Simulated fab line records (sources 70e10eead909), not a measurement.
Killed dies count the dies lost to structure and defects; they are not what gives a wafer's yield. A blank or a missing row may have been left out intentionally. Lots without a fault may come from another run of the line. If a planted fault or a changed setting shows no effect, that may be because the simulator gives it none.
fab line records | flow nandHarc
[record] lots = 13 | wafers = 39 | lastDay = 22
route steps=1159 shown P_ZERO_WELL@29 P_STI@98 END@1159
lots that met no fault: taken from a fault-free run of the same line
startH: hours from the record's first day to the start of the lot's first wafer shown | waitH: how many hours have passed since the lot's step before this one | " identical to the entry in the row above | L1.1+2: a row that stands for several wafers | - either no value or no given start | * or withheld: withheld | < > ~ a bound
route shown NAME@n: names a module that has steps shown in the file, with the first one's number in the route | usual: the fault-free wafers' mean and standard deviation | same: alike in all rows | chamber/n: place in a boat | sites: readings site by site | _std_site: the standard deviation of these | _edge_site: inner sites' mean taken away from outer sites' mean | radiusMm: for every site, how far away it sits from the centre of the wafer | mask NAME#n: copy n | behind: the most recent tool/chamber to have shaped the wafer | hold: why the lot went on hold/how many hours it stayed there/how the hold came to an end | device: the n, p or np transistor that did not switch | end of line: the route-end tests of the same wafers | for a step that has no rows: nothing shown but its recipe | killed: dies lost to structure and defects at the first sort, not the wafer's yield | map: dies across one wafer; x = killed, . = not, _ = none there
set.NAME: the setting that was run; set.NAME@STEP: the one run at that earlier step | model.NAME: the simulator's own value behind a step, which no gauge read
the route's steps for a sample of lots (tables are steps, rows are wafers)
services: from which hour (startH, from the record's first day; less than 0 if before it) a tool's chamber was out of use, for how many hours, and why
[[steps]]
[step NHARC_P_ZERO_WELL_CD_MEAS_24]
[recipe] targetCdNm = 720 | landingEnergyEv = 500
[usual] cdNm = 720.2/1.5
lot.wafer | tool     | chamber | startH | waitH | cdNm
L339.2    | cdSem-01 | 0       | 14.63  | -     | 719.4
L339.3    | "        | 0       | "      | "     | 718.6
L339.5    | "        | 0       | "      | "     | 718.8
L340.2    | cdSem-02 | 0       | 20.45  | -     | 718.6
L340.3    | "        | 0       | "      | "     | 718.3
L340.4    | "        | 0       | "      | "     | 718.4
L341.4    | cdSem-03 | 0       | 26.54  | -     | 719.3
L341.5    | "        | 0       | "      | "     | 720.8
L341.6    | "        | 0       | "      | "     | 720.4
L342.1    | cdSem-03 | 0       | 32.47  | -     | 719.6
L342.4    | "        | 0       | "      | "     | 720.9
L342.6    | "        | 0       | "      | "     | 720.1
L343.2    | cdSem-02 | 0       | 38.47  | -     | 717.0
L343.3    | "        | 0       | "      | "     | 717.9
L343.6    | "        | 0       | "      | "     | 716.5
L344.1    | cdSem-02 | 0       | 44.47  | -     | 717.6
L344.3    | "        | 0       | "      | "     | 718.0
L344.6    | "        | 0       | "      | "     | 718.7
L345.2    | cdSem-01 | 0       | 50.34  | -     | 722.7
L345.3    | "        | 0       | "      | "     | 722.8
L345.4    | "        | 0       | "      | "     | 720.6
L346.2    | cdSem-01 | 0       | 56.47  | -     | 722.5
L346.4    | "        | 0       | "      | "     | 724.2
L346.5    | "        | 0       | "      | "     | 721.5
L348.1    | cdSem-01 | 0       | 68.37  | -     | 721.7
L348.5    | "        | 0       | "      | "     | 720.0
L348.6    | "        | 0       | "      | "     | 720.4
L349.4    | cdSem-03 | 0       | 74.50  | -     | 720.6
L349.5    | "        | 0       | "      | "     | 722.1
L349.6    | "        | 0       | "      | "     | 719.6
L351.1    | cdSem-03 | 0       | 87.13  | -     | 722.3
L351.2    | "        | 0       | "      | "     | 721.1
L351.4    | "        | 0       | "      | "     | 719.0
L354.3    | cdSem-03 | 0       | 104.46 | -     | 720.9
L354.4    | "        | 0       | "      | "     | 720.6
L354.5    | "        | 0       | "      | "     | 721.2
L355.1    | cdSem-01 | 0       | 110.92 | -     | 718.8
L355.5    | "        | 0       | "      | "     | 721.4
L355.6    | "        | 0       | "      | "     | 719.1
[step NHARC_P_ZERO_WELL_DESCUM_26]
[recipe] timeS = 3 | o2FlowSccm = 200 | arFlowSccm = 0 | biasPowerW = 0 | chemistry = O2
[usual] drypumpMotorCurrentA = 5.7/0.37 | oesProductAu = 0.999/0.012 | rfVppV = 57.7/0.96 | showerheadPlenumPTorr = 1.90/0.083 | throttleValvePct = 11.311/0.0087
lot.wafer | tool       | chamber | startH | waitH | drypumpMotorCurrentA | oesProductAu | rfHoursCounterH | rfVppV | showerheadPlenumPTorr | throttleValvePct
L339.2    | rieDiel-12 | 0       | 14.79  | -     | 5.8                  | 1.007        | 9               | 57.2   | 1.84                  | 11.299
L339.3    | "          | 1       | "      | "     | 5.6                  | 0.996        | 9               | 57.2   | 1.79                  | 11.314
L339.5    | "          | 0       | "      | "     | 5.8                  | 1.012        | -               | 56.1   | 1.84                  | 11.314
L340.4    | rieDiel-12 | 1       | 20.61  | -     | 5.7                  | 0.983        | 9               | 57.2   | 1.79                  | 11.317
L340.2    | "          | 3       | "      | "     | 5.8                  | 1.016        | 9               | 56.8   | 1.86                  | 11.304
L340.3    | "          | 0       | "      | "     | 5.8                  | 1.000        | 9               | 56.5   | 1.84                  | 11.310
L341.4    | rieDiel-06 | 3       | 26.71  | -     | 5.4                  | 0.992        | 10              | 58.2   | 2.02                  | 11.307
L341.5    | "          | 2       | "      | "     | 5.3                  | 0.991        | -               | 56.8   | 1.84                  | 11.311
L341.6    | "          | 3       | "      | "     | 5.4                  | 0.986        | -               | 57.5   | 2.02                  | 11.330
L342.1    | rieDiel-06 | 3       | 32.66  | -     | 5.4                  | 0.998        | 10              | 58.1   | 2.02                  | 11.315
L342.4    | "          | 0       | "      | "     | 5.8                  | 0.983        | 9               | 59.2   | 2.05                  | 11.311
L342.6    | "          | 2       | "      | "     | 5.3                  | 0.993        | -               | 57.1   | 1.84                  | 11.322
L343.2    | rieDiel-06 | 0       | 38.64  | -     | 5.8                  | 0.989        | 10              | 56.8   | 2.05                  | 11.305
L343.3    | "          | 1       | "      | "     | 6.4                  | 0.993        | 11              | 57.8   | 1.97                  | 11.322
L343.6    | "          | 0       | "      | "     | 5.8                  | 0.998        | -               | 57.9   | 2.05                  | 11.305
L344.3    | rieDiel-06 | 0       | 44.63  | -     | 5.8                  | 0.997        | 10              | 58.3   | 2.05                  | 11.324
L344.1    | "          | 1       | "      | "     | 6.3                  | 1.010        | 11              | 59.4   | 1.97                  | 11.303
L344.6    | "          | 2       | "      | "     | 5.3                  | 0.994        | -               | 57.6   | 1.84                  | 11.306
L345.4    | rieDiel-12 | 0       | 50.50  | -     | 5.8                  | 0.986        | 1               | 58.2   | 1.84                  | 11.300
L345.3    | "          | 1       | "      | "     | 5.6                  | 0.973        | 1               | 57.3   | 1.79                  | 11.304
L345.2    | "          | 3       | "      | "     | 5.8                  | 0.996        | 1               | 56.7   | 1.86                  | 11.321
L346.4    | rieDiel-06 | 1       | 56.65  | -     | 6.3                  | 1.000        | 12              | 58.0   | 1.97                  | 11.310
L346.2    | "          | 3       | "      | "     | 5.4                  | 0.995        | 12              | 57.8   | 2.01                  | 11.298
L346.5    | "          | 1       | "      | "     | 6.4                  | 0.997        | -               | 57.2   | 1.97                  | 11.311
L348.1    | rieDiel-12 | 2       | 68.59  | -     | 5.6                  | 1.020        | 2               | 57.6   | 1.92                  | 11.323
L348.6    | "          | 3       | "      | "     | 5.8                  | 1.017        | -               | 57.4   | 1.86                  | 11.304
L348.5    | "          | 0       | "      | "     | 5.8                  | 1.002        | -               | 57.1   | 1.84                  | 11.314
L349.4    | rieDiel-03 | 0       | 74.65  | -     | 5.9                  | 0.994        | 2               | 57.8   | 1.89                  | 11.317
L349.5    | "          | 0       | "      | "     | 5.9                  | 0.990        | -               | 58.0   | 1.89                  | 11.302
L349.6    | "          | 1       | "      | "     | 5.5                  | 0.984        | -               | 60.0   | 1.95                  | 11.310
L351.1    | rieDiel-12 | 3       | 87.30  | -     | 5.8                  | 0.998        | 3               | 57.3   | 1.86                  | 11.310
L351.2    | "          | 0       | "      | "     | 5.8                  | 0.990        | 3               | 57.3   | 1.84                  | 11.310
L351.4    | "          | 1       | "      | "     | 5.7                  | 0.980        | 3               | 56.8   | 1.79                  | 11.298
L354.3    | rieDiel-03 | 3       | 104.62 | -     | 5.0                  | 1.000        | 4               | 58.5   | 1.82                  | 11.320
L354.4    | "          | 0       | "      | "     | 5.9                  | 0.997        | 4               | 58.2   | 1.89                  | 11.301
L354.5    | "          | 3       | "      | "     | 5.0                  | 0.998        | -               | 57.7   | 1.82                  | 11.309
L355.1    | rieDiel-06 | 2       | 111.12 | -     | 5.3                  | 1.002        | 4               | 57.2   | 1.84                  | 11.305
L355.6    | "          | 3       | "      | "     | 5.4                  | 1.008        | -               | 59.5   | 2.01                  | 11.305
L355.5    | "          | 0       | "      | "     | 5.8                  | 1.023        | -               | 58.9   | 2.04                  | 11.309
[step NHARC_P_STI_HDPCVD_20]
[recipe] targetThkA = withheld | sigmaOpenFrac = withheld | material = SiO2
lot.wafer  | tool      | chamber | startH | waitH
L339.2+3+5 | hdpcvd-01 | 0,1,1   | 43.96  | 0.9
L340.2+3+4 | hdpcvd-01 | 0,0,1   | 51.43  | 0.4
L341.4+6+5 | hdpcvd-01 | 1,1,0   | 60.30  | 0.5
L342.1+4+6 | hdpcvd-01 | 0,1,1   | 65.23  | 0.5
L343.2+3+6 | hdpcvd-01 | 0,1,1   | 73.97  | 0.5
L344.1+3+6 | hdpcvd-01 | 1,1,0   | 74.45  | 0.9
L345.2+3+4 | hdpcvd-01 | 1,0,1   | 92.40  | 7.3
L346.2+4+5 | hdpcvd-01 | 0,1,1   | 92.81  | 7.7
L348.1+5+6 | hdpcvd-01 | 0,1,0   | 96.91  | 1.0
L349.4+6+5 | hdpcvd-01 | 1,1,0   | 109.98 | 0.5
L351.2+1+4 | hdpcvd-01 | 1,0,0   | 124.00 | 6.9
L354.3+4+5 | hdpcvd-01 | 0,1,0   | 135.01 | 0.6
L354.3+4+5 | hdpcvd-01 | 0,1,0   | 136.07 | 1.0
L355.1+6+5 | hdpcvd-01 | 0,1,0   | 143.97 | 1.0
L355.1+6+5 | hdpcvd-01 | 0,1,0   | 145.02 | 1.0
[step NHARC_P_STI_CMP_21]
[recipe] tOverpolishS = 20 | targetThkNm = 380.67
[usual] motorCurrentA = 12.0/0.93 | overpolishRunS = 20.000/0.0091 | retainingRingPressureFrac = 1.000/0.0047
lot.wafer | tool   | chamber | startH | waitH | motorCurrentA | overpolishRunS | retainingRingPressureFrac
L339.3    | cmp-04 | 3       | 52.61  | 0.4   | 12.1          | 19.999         | 1.002
L339.2    | "      | 1       | "      | "     | 13.2          | 19.986         | 1.000
L339.5    | "      | 0       | "      | "     | 13.1          | 19.999         | 1.001
L340.3    | cmp-04 | 3       | 60.80  | 0.4   | 12.3          | 19.990         | 0.994
L340.2    | "      | 0       | "      | "     | 12.9          | 19.996         | 1.005
L340.4    | "      | 1       | "      | "     | 13.3          | 20.009         | 1.004
L341.4    | cmp-04 | 0       | 69.96  | 0.4   | 12.5          | 20.001         | 1.001
L341.5    | "      | 2       | "      | "     | 11.6          | 20.009         | 0.992
L341.6    | "      | 3       | "      | "     | 11.7          | 19.991         | 0.998
L342.4    | cmp-04 | 0       | 74.45  | 0.4   | 11.7          | 19.999         | 1.005
L342.1    | "      | 1       | "      | "     | 12.5          | 20.002         | 0.996
L342.6    | "      | 1       | "      | "     | 12.7          | 19.984         | 0.992
L343.3    | cmp-02 | 1       | 83.60  | 0.4   | 11.4          | 19.997         | 1.005
L343.2    | "      | 2       | "      | "     | 13.9          | 20.001         | 1.005
L343.6    | "      | 0       | "      | "     | 11.1          | 20.001         | 0.998
L344.1    | cmp-03 | 3       | 83.63  | 0.4   | 10.3          | 19.998         | 0.992
L344.3    | "      | 0       | "      | "     | 10.6          | 20.011         | 0.999
L344.6    | "      | 2       | "      | "     | 13.3          | 19.993         | 1.004
L345.3    | cmp-02 | 2       | 101.41 | 0.4   | 13.2          | 20.021         | 0.999
L345.2    | "      | 0       | "      | "     | 11.7          | 19.992         | 1.001
L345.4    | "      | 1       | "      | "     | 11.2          | 20.006         | 0.998
L346.2    | cmp-04 | 1       | 101.43 | 0.4   | 12.7          | 19.999         | 1.002
L346.4    | "      | 2       | "      | "     | 12.5          | 20.000         | 0.995
L346.5    | "      | 1       | "      | "     | 12.4          | 20.018         | 1.004
L348.1    | cmp-02 | 0       | 105.58 | 0.5   | 10.9          | 20.009         | 1.002
L348.5    | "      | 0       | "      | "     | 11.9          | 20.001         | 0.996
L348.6    | "      | 1       | "      | "     | 11.6          | 20.009         | 1.005
L349.4    | cmp-03 | 2       | 121.99 | 0.4   | 13.6          | 20.009         | 0.999
L349.6    | "      | 3       | "      | "     | 10.9          | 19.999         | 1.009
L349.5    | "      | 0       | "      | "     | 11.5          | 20.000         | 1.002
L351.2    | cmp-04 | 2       | 134.74 | 0.4   | 12.2          | 20.004         | 1.003
L351.4    | "      | 3       | "      | "     | 11.7          | 20.007         | 0.996
L351.1    | "      | 0       | "      | "     | 12.3          | 20.008         | 1.000
L354.3    | cmp-03 | 1       | 143.82 | 0.4   | 12.5          | 20.013         | 1.004
L354.4    | "      | 0       | "      | "     | 10.8          | 19.991         | 1.003
L354.5    | "      | 2       | "      | "     | 13.9          | 20.014         | 1.000
L355.1    | cmp-02 | 3       | 152.61 | 0.4   | 10.2          | 20.008         | 1.000
L355.5    | "      | 0       | "      | "     | 11.7          | 20.002         | 1.001
L355.6    | "      | 1       | "      | "     | 11.1          | 20.000         | 0.989
[step NHARC_END_SORT_01]
[recipe] tempC = 25
[usual] killedAtArray = 27/12 | killedAtOther = 0.8/1 | killedAtPeriphery = 4.0/2.5 | killedDies = 32/11 | killedOpen = 3.3/1.8 | killedShort = 2.0/1.5
[same] grossDies = 677
lot.wafer | tool      | chamber | startH | waitH | killedAtArray | killedAtOther | killedAtPeriphery | killedDies | killedOpen | killedShort
L349.4    | prober-01 | 0       | 499.66 | 3.4   | 24            | 0             | 8                 | 32         | 5          | 2
L349.5    | prober-01 | 0       | 500.47 | 3.7   | 28            | 0             | 8                 | 36         | 2          | 1
L349.6    | prober-01 | 0       | 501.29 | 4.1   | 29            | 0             | 6                 | 35         | 5          | 3
L354.3    | prober-01 | 0       | 534.68 | 3.1   | 19            | 3             | 2                 | 24         | 5          | 1
L354.4    | prober-01 | 0       | 535.49 | 3.4   | 21            | 1             | 3                 | 25         | 3          | 4
L354.5    | prober-01 | 0       | 536.29 | 3.7   | 17            | 1             | 2                 | 20         | 2          | 1
// killed by level:class
L349.4 A_SLIT:chamberFilmFlake=12 A_CHANNEL_HOLE_D1:chamberFilmFlake=3 A_CONTACT:chamberFilmFlake=3 P_ZERO_WELL:chamberFilmFlake=2 P_M2:chamberFilmFlake=2 A_STAIRCASE:chamberFilmFlake=2 P_CONTACT:geometricParticle:open=1 P_M0:geometricParticle:open=1
L349.5 A_SLIT:chamberFilmFlake=14 P_ZERO_WELL:chamberFilmFlake=5 A_CHANNEL_HOLE_D1:chamberFilmFlake=3 A_SGD_CUT:chamberFilmFlake=3 A_CONTACT:chamberFilmFlake=3 P_M2:chamberFilmFlake=2 A_ONON_D1:geometricParticle:short=1 A_CHANNEL_FILL_D1:geometricParticle:open=1
L349.6 A_SLIT:chamberFilmFlake=10 A_CONTACT:chamberFilmFlake=6 A_CHANNEL_HOLE_D1:chamberFilmFlake=4 P_ZERO_WELL:chamberFilmFlake=3 A_CHANNEL_FILL_D1:geometricParticle:short=2 P_GATE:geometricParticle:short=1 P_CONTACT:geometricParticle:open=1 A_CHANNEL_FILL_D1:geometricParticle:open=1
L354.3 A_CHANNEL_HOLE_D1:chamberFilmFlake=6 A_CHANNEL_FILL_D1:chamberFilmFlake=4 A_BLC:geometricParticle:open=2 A_SLIT:chamberFilmFlake=2 THIN_TSV:chamberFilmFlake=2 A_CHANNEL_FILL_D1:geometricParticle:open=1 A_WL_FILL:geometricParticle:short=1 A_WL_FILL:geometricParticle:open=1
L354.4 A_CHANNEL_HOLE_D1:chamberFilmFlake=5 A_CHANNEL_FILL_D1:chamberFilmFlake=5 A_WL_FILL:geometricParticle:short=3 A_STAIRCASE:chamberFilmFlake=3 P_M0:chamberFilmFlake=2 P_M0:geometricParticle:short=1 A_ONON_D1:geometricParticle:open=1 A_WL_FILL:geometricParticle:open=1
L354.5 A_CHANNEL_HOLE_D1:chamberFilmFlake=7 A_SLIT:chamberFilmFlake=6 A_STAIRCASE:chamberFilmFlake=3 P_GATE:geometricParticle:open=1 P_GATE:geometricParticle:short=1 A_CONTACT:geometricParticle:open=1 THIN_TSV:chamberFilmFlake=1
[[services]]
tool       | chamber | startH | hours | kind
rieDiel-06 | 0       | -5.80  | -     | clean
rieDiel-03 | -       | -5.47  | 1.1   | repair
cmp-04     | -       | 7.01   | 4.0   | pm
cmp-03     | -       | 22.03  | 1.5   | repair
cmp-04     | -       | 25.40  | 3.0   | repair
rieDiel-12 | -       | 27.29  | 9.0   | pm
cmp-02     | -       | 28.47  | 1.4   | repair
cmp-02     | -       | 30.69  | 4.0   | pm
rieDiel-03 | -       | 38.33  | 9.0   | pm
rieDiel-06 | 3       | 43.37  | 7.9   | repair
cmp-03     | -       | 58.00  | 4.0   | pm
rieDiel-06 | -       | 64.20  | 9.0   | pm
hdpcvd-01  | -       | 81.21  | 11.1  | repair
cmp-04     | -       | 84.44  | 0.3   | repair
cmp-04     | -       | 105.01 | 4.0   | pm
cmp-03     | -       | 105.12 | 1.9   | repair
cmp-04     | -       | 110.39 | 1.1   | repair
hdpcvd-01  | -       | 111.00 | 13.0  | pm
hdpcvd-01  | 0       | 111.00 | 13.0  | ventCycle
hdpcvd-01  | 1       | 111.00 | 13.0  | ventCycle
hdpcvd-01  | 0       | 124.00 | -     | clean
hdpcvd-01  | 1       | 124.00 | -     | clean
cmp-02     | -       | 128.69 | 4.0   | pm
rieDiel-03 | 2       | 136.49 | 35.1  | repair
[[key]]
[firstSign] step = NHARC_P_STI_HDPCVD_20 | reading = visit | direction = added
effect none on later readings
metAt NHARC_P_STI_HDPCVD_20
struckLots L354,L355
testerLeftOut L354,L355
notActingAt NHARC_P_ZERO_WELL_CD_MEAS_24,NHARC_P_ZERO_WELL_DESCUM_26,NHARC_P_STI_CMP_21
[fault] kind = repeatedStepWhole | tool = hdpcvd-01 | chamber = - | onsetH = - | steps = NHARC_P_STI_HDPCVD_20 | times = 1 | scope = struckLotsOnly
// testerLeftOut: of these lots the tester's yield and bins aren't shown, on N5 and GAA mostly nor the transistor test; their killed dies are dies lost to structure and defects alone, not to doping, threshold or leakage, so they don't give the yield
